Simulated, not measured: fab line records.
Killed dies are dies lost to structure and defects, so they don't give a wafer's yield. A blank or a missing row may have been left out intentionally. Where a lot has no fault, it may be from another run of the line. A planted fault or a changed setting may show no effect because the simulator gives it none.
Matching of chambers    flow nand_harc    rie_diel-05 running NHARC_A_BONDPAD_DESCUM_11: 4 sister chambers
The step chemistry O2, time 3 s. 8 wafers are shown with their chamber, then 9 later ones without.

WAFERS PAIRED WITH THEIR CHAMBERS
wafer   chamber  drypump_motor_current_A (A)  rf_vpp_V (V)
L751.2  1        6.1                          57.9
L756.4  1        6.2                          57.6
L756.6  3        5.8                          57.3
L760.1  0        5.8                          58.9
L760.6  2        5.3                          57.7
L758.1  3        5.8                          57.4
L758.2  0        5.8                          58.9
L758.3  2        5.3                          57.5

WAFERS WITHOUT THEIR CHAMBER
wafer   drypump_motor_current_A (A)  rf_vpp_V (V)
L761.1  5.3                          56.9
L761.4  6.2                          58.1
L761.6  5.3                          56.3
L771.1  6.2                          60.0
L771.5  5.3                          58.8
L771.6  6.2                          58.1
L770.1  5.8                          57.9
L770.2  5.9                          58.5
L770.3  6.2                          57.4

EACH ONE'S CHAMBER
wafer    from the rows above   in truth
L761.1   2                     2
L761.4   1                     1
L761.6   2                     2
L771.1   0                     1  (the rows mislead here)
L771.5   2                     2
L771.6   1                     1
L770.1   3                     3
L770.2   0                     0
L770.3   1                     1
8 of 9 placed correctly. Number that these rows cannot place: 0. Wrongly placed: 1.
How it was worked out, from the rows above alone: a wafer's distance from a chamber is the root of the sum, over the readings, of the square of ((its reading less the chamber's mean) divided by the reading's scatter). The wafer belongs to the nearest chamber; if the next one is less than 2 further off, it can't be placed. The mean given for a chamber averages the wafers shown for that chamber. How the scatter is found: for the shown wafers, subtract from each reading the mean of its chamber, square and add these, divide the total by (wafers less chambers), then take the root.
